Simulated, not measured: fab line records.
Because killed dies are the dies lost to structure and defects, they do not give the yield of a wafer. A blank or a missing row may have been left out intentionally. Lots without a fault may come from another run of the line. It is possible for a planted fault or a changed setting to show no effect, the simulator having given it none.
Chamber matching / flow n5Finfet / 3 sister chambers for N5_BEOL_M10_DEP_56 on pecvd-04
The step deposits SiCN from 3MS/NH3, target thk 15 nm, time 26.5 s. 18 wafers are shown with their chamber, then 9 later ones without.

EACH WAFER AND ITS CHAMBER
wafer=L074.1; chamber=1; throttleValvePct (%)=8.9; showerheadPlenumPTorr (Torr)=3.672
wafer=L074.3; chamber=0; throttleValvePct (%)=9.4; showerheadPlenumPTorr (Torr)=3.650
wafer=L074.4; chamber=0; throttleValvePct (%)=8.9; showerheadPlenumPTorr (Torr)=3.656
wafer=L076.1; chamber=0; throttleValvePct (%)=9.4; showerheadPlenumPTorr (Torr)=3.650
wafer=L076.2; chamber=0; throttleValvePct (%)=9.5; showerheadPlenumPTorr (Torr)=3.650
wafer=L076.4; chamber=0; throttleValvePct (%)=9.4; showerheadPlenumPTorr (Torr)=3.654
wafer=L080.2; chamber=2; throttleValvePct (%)=8.7; showerheadPlenumPTorr (Torr)=3.665
wafer=L080.5; chamber=0; throttleValvePct (%)=9.3; showerheadPlenumPTorr (Torr)=3.662
wafer=L080.6; chamber=1; throttleValvePct (%)=8.7; showerheadPlenumPTorr (Torr)=3.672
wafer=L081.1; chamber=0; throttleValvePct (%)=8.8; showerheadPlenumPTorr (Torr)=3.669
wafer=L081.3; chamber=2; throttleValvePct (%)=8.8; showerheadPlenumPTorr (Torr)=3.657
wafer=L081.4; chamber=2; throttleValvePct (%)=8.7; showerheadPlenumPTorr (Torr)=3.655
wafer=L084.1; chamber=0; throttleValvePct (%)=9.4; showerheadPlenumPTorr (Torr)=3.660
wafer=L084.5; chamber=2; throttleValvePct (%)=8.7; showerheadPlenumPTorr (Torr)=3.660
wafer=L084.6; chamber=0; throttleValvePct (%)=8.9; showerheadPlenumPTorr (Torr)=3.657
wafer=L085.2; chamber=2; throttleValvePct (%)=8.6; showerheadPlenumPTorr (Torr)=3.668
wafer=L085.3; chamber=0; throttleValvePct (%)=9.2; showerheadPlenumPTorr (Torr)=3.646
wafer=L085.4; chamber=0; throttleValvePct (%)=9.5; showerheadPlenumPTorr (Torr)=3.666

SIGNATURES, as means of the wafers listed above
reading=throttleValvePct; chamber 0=9.245; chamber 1=8.800; chamber 2=8.700; scatter within a chamber=0.217
reading=showerheadPlenumPTorr; chamber 0=3.65636; chamber 1=3.67200; chamber 2=3.66100; scatter within a chamber=0.00659
Rule: for a wafer and a chamber, the distance is found by dividing, reading by reading, the gap between the wafer's reading and the chamber's mean by the reading's scatter, squaring, summing and taking the root. The wafer belongs to the nearest chamber; if the next one is less than 2 further off, it can't be placed. The scatter is the square root of a quotient: the sum, over the shown wafers, of each reading's squared deviation from its chamber's mean, divided by wafers minus chambers.

WAFERS WITH NO CHAMBER GIVEN
wafer=L093.3; throttleValvePct (%)=8.9; showerheadPlenumPTorr (Torr)=3.670
wafer=L093.5; throttleValvePct (%)=9.1; showerheadPlenumPTorr (Torr)=3.659
wafer=L093.6; throttleValvePct (%)=8.1; showerheadPlenumPTorr (Torr)=3.657
wafer=L094.2; throttleValvePct (%)=8.8; showerheadPlenumPTorr (Torr)=3.670
wafer=L094.3; throttleValvePct (%)=9.2; showerheadPlenumPTorr (Torr)=3.652
wafer=L094.5; throttleValvePct (%)=8.6; showerheadPlenumPTorr (Torr)=3.663
wafer=L097.3; throttleValvePct (%)=8.7; showerheadPlenumPTorr (Torr)=3.674
wafer=L097.5; throttleValvePct (%)=8.7; showerheadPlenumPTorr (Torr)=3.672
wafer=L097.6; throttleValvePct (%)=9.3; showerheadPlenumPTorr (Torr)=3.663

CHAMBER TAKEN BY EACH
wafer=L093.3; from the rows above=can't be placed: 1 or 2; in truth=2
wafer=L093.5; from the rows above=can't be placed: 0 or 2 or 1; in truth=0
wafer=L093.6; from the rows above=can't be placed: 2 or 1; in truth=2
wafer=L094.2; from the rows above=can't be placed: 1 or 2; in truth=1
wafer=L094.3; from the rows above=can't be placed: 0 or 2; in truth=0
wafer=L094.5; from the rows above=can't be placed: 2 or 1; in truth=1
wafer=L097.3; from the rows above=can't be placed: 1 or 2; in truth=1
wafer=L097.5; from the rows above=can't be placed: 1 or 2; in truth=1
wafer=L097.6; from the rows above=can't be placed: 0 or 1 or 2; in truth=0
0 of 9 placed correctly. These rows do not allow placing 9 (true chamber among the candidates in 9). Wrongly placed: 0.
